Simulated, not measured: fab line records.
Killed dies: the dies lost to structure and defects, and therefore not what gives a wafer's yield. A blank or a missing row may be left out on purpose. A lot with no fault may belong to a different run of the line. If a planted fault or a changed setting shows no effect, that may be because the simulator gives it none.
Chamber matching :: flow n5 finfet :: N5_BEOL_M7_CURE_75 on uv cure-02: 3 sister chambers
The step cures SiCOH lowk, time 120 s. 6 wafers are shown with their chamber, then 6 later ones without.

WAFERS, EACH WITH ITS CHAMBER
wafer: L728.3
chamber: 2
wafer_temp_C_max: 372.1
lamp power pct (%): 52.21

wafer: L728.4
chamber: 2
wafer_temp_C_max: 372.6
lamp power pct (%): 52.30

wafer: L737.2
chamber: 1
wafer_temp_C_max: 370.9
lamp power pct (%): 52.35

wafer: L737.3
chamber: 1
wafer_temp_C_max: 371.1
lamp power pct (%): 52.41

wafer: L740.2
chamber: 0
wafer_temp_C_max: 371.8
lamp power pct (%): 52.36

wafer: L740.4
chamber: 0
wafer_temp_C_max: 371.6
lamp power pct (%): 52.34

WAFERS WITHOUT THEIR CHAMBER
wafer: L740.6
wafer_temp_C_max: 372.3
lamp power pct (%): 52.40

wafer: L745.1
wafer_temp_C_max: 371.2
lamp power pct (%): 52.31

wafer: L745.5
wafer_temp_C_max: 371.6
lamp power pct (%): 52.29

wafer: L746.3
wafer_temp_C_max: 371.0
lamp power pct (%): 52.31

wafer: L746.4
wafer_temp_C_max: 371.8
lamp power pct (%): 52.30

wafer: L746.5
wafer_temp_C_max: 370.9
lamp power pct (%): 52.33

CHAMBER TAKEN BY EACH
wafer: L740.6
from the rows above: can't be placed: 0 or 2
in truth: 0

wafer: L745.1
from the rows above: can't be placed: 1 or 0
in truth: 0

wafer: L745.5
from the rows above: can't be placed: 0 or 1 or 2
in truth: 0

wafer: L746.3
from the rows above: can't be placed: 1 or 0
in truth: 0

wafer: L746.4
from the rows above: can't be placed: 0 or 2
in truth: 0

wafer: L746.5
from the rows above: 1
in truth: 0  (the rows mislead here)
Correct placement for 0 of the 6. These rows do not allow placing 5 (true chamber among the candidates in 5). 1 placed wrongly.
How it was worked out, from the rows above alone: a wafer's distance from a chamber is the root of the sum, over the readings, of the square of ((its reading less the chamber's mean) divided by the reading's scatter). The wafer belongs to the nearest chamber; if the next one is less than 2 further off, it can't be placed. Each chamber's mean is taken over the wafers shown for it. The scatter is the square root of a quotient: the sum, over the shown wafers, of each reading's squared deviation from its chamber's mean, divided by wafers minus chambers.
